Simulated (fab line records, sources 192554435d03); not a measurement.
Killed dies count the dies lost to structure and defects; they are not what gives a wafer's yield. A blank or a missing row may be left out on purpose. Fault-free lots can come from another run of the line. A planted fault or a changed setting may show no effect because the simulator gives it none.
Chamber matching | flow n5Finfet | 4 sister chambers for N5_GATE_CUT_STRIP_59 on rieDiel-04
The step strips in N2/H2, time 20 s. 8 wafers are shown with their chamber, then 8 later ones without.

## WAFERS WITH THEIR CHAMBER
wafer  | chamber | drypumpMotorCurrentA (A) | showerheadPlenumPTorr (Torr)
L082.4 | 2       | 6.2                      | 3.51
L082.6 | 2       | 6.1                      | 3.51
L084.1 | 1       | 6.5                      | 3.40
L084.4 | 3       | 5.3                      | 3.52
L087.2 | 0       | 5.6                      | 3.33
L087.4 | 3       | 5.3                      | 3.51
L087.6 | 1       | 6.5                      | 3.40
L088.2 | 0       | 5.6                      | 3.32

## WAFERS WITH NO CHAMBER GIVEN
wafer  | drypumpMotorCurrentA (A) | showerheadPlenumPTorr (Torr)
L088.3 | 5.3                      | 3.51
L088.5 | 6.1                      | 3.50
L090.1 | 5.6                      | 3.32
L090.5 | 5.3                      | 3.51
L090.6 | 6.2                      | 3.50
L092.2 | 6.1                      | 3.50
L092.5 | 6.2                      | 3.50
L092.6 | 5.3                      | 3.51

## THE CHAMBER EACH PASSED THROUGH
wafer  | from the rows above | in truth
L088.3 | 3                   | 3
L088.5 | 2                   | 2
L090.1 | 0                   | 0
L090.5 | 3                   | 3
L090.6 | 2                   | 2
L092.2 | 2                   | 2
L092.5 | 2                   | 2
L092.6 | 3                   | 3
Correctly placed: 8 of 8. Number that these rows cannot place: 0. Wrongly placed: 0.
How it was worked out, from the rows above alone: a wafer's distance from a chamber is the root of the sum, over the readings, of the square of ((its reading less the chamber's mean) divided by the reading's scatter). The wafer belongs to the nearest chamber; if the next one is less than 2 further off, it can't be placed. Each chamber's mean is taken over the wafers shown for it. The scatter: the root of (the sum of the squares of (reading less its chamber's mean) over the shown wafers, divided by (wafers less chambers)).
